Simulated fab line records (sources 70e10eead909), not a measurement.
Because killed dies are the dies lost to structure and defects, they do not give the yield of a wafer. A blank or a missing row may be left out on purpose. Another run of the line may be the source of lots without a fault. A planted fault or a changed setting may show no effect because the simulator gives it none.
One fault through the eyes of 2 desks    flow nandHarc    numbers are kept per desk, each desk with only its own; the story behind them comes last

## AT THE TOOL OWNER'S DESK: harEtch-02
The tool's own readings at NHARC_A_CHANNEL_HOLE_D2_ETCH_24 (etches the open film in C4F8/O2/Ar, time 906.2 s, target depth 1500 nm): means of the sampled wafers that have a number, for each lot that ran on this tool. A lot is out of limits, marked OUT, if its mean lies more than 4 standard deviations from the usual mean; the brackets give that distance.
Columns: A = c4f8FlowSccm at NHARC_A_CHANNEL_HOLE_D2_ETCH_24, usual 93.82 sccm; B = drypumpMotorCurrentA at NHARC_A_CHANNEL_HOLE_D2_ETCH_24, usual 5.67 A; C = showerheadPlenumPTorr at NHARC_A_CHANNEL_HOLE_D2_ETCH_24, usual 3.637 Torr; D = throttleValvePct at NHARC_A_CHANNEL_HOLE_D2_ETCH_24, usual 32.235 %
lot   first seen here  A      B     C      D
L135  day 14 20:49     94.09  5.82  3.667  32.238
L136  day 15 11:02     93.91  5.79  3.662  32.244
L143  day 18 09:35     93.95  5.56  3.637  32.229
L145  day 19 15:53     93.66  5.57  3.630  32.239
L146  day 19 19:56     93.69  5.81  3.635  32.236
L148  day 20 10:11     93.68  5.57  3.622  32.226
L152  day 21 16:04     94.07  5.57  3.611  32.240
This desk's verdict: no lot among the 7 shows anything out of limits.

## AT THE METROLOGY DESK
What the gauges read for every lot (on any tool): the sampled wafers with a number, averaged. A lot is out of limits, marked OUT, if its mean lies more than 4 standard deviations from the usual mean; the brackets give that distance.
Columns: A = cdNm at NHARC_A_CHANNEL_HOLE_D2_CD_MEAS_18, usual 99.7 nm
lot   first seen here  A
L131  day 12 14:56     102.3
L135  day 14 18:13     100.2
L136  day 15 08:51     99.2
L143  day 18 06:59     100.0
L145  day 19 12:11     102.5
L146  day 19 16:35     100.0
L148  day 20 07:44     96.1
L149  day 20 17:14     99.4
L152  day 21 13:51     99.3
This desk's verdict: no lot among the 9 shows anything out of limits.

## ALL TOGETHER
Nothing out of limits was seen by the tool owner's desk.
Metrology desk: nothing out of limits seen.

## WHAT THE SIMULATOR PUT IN
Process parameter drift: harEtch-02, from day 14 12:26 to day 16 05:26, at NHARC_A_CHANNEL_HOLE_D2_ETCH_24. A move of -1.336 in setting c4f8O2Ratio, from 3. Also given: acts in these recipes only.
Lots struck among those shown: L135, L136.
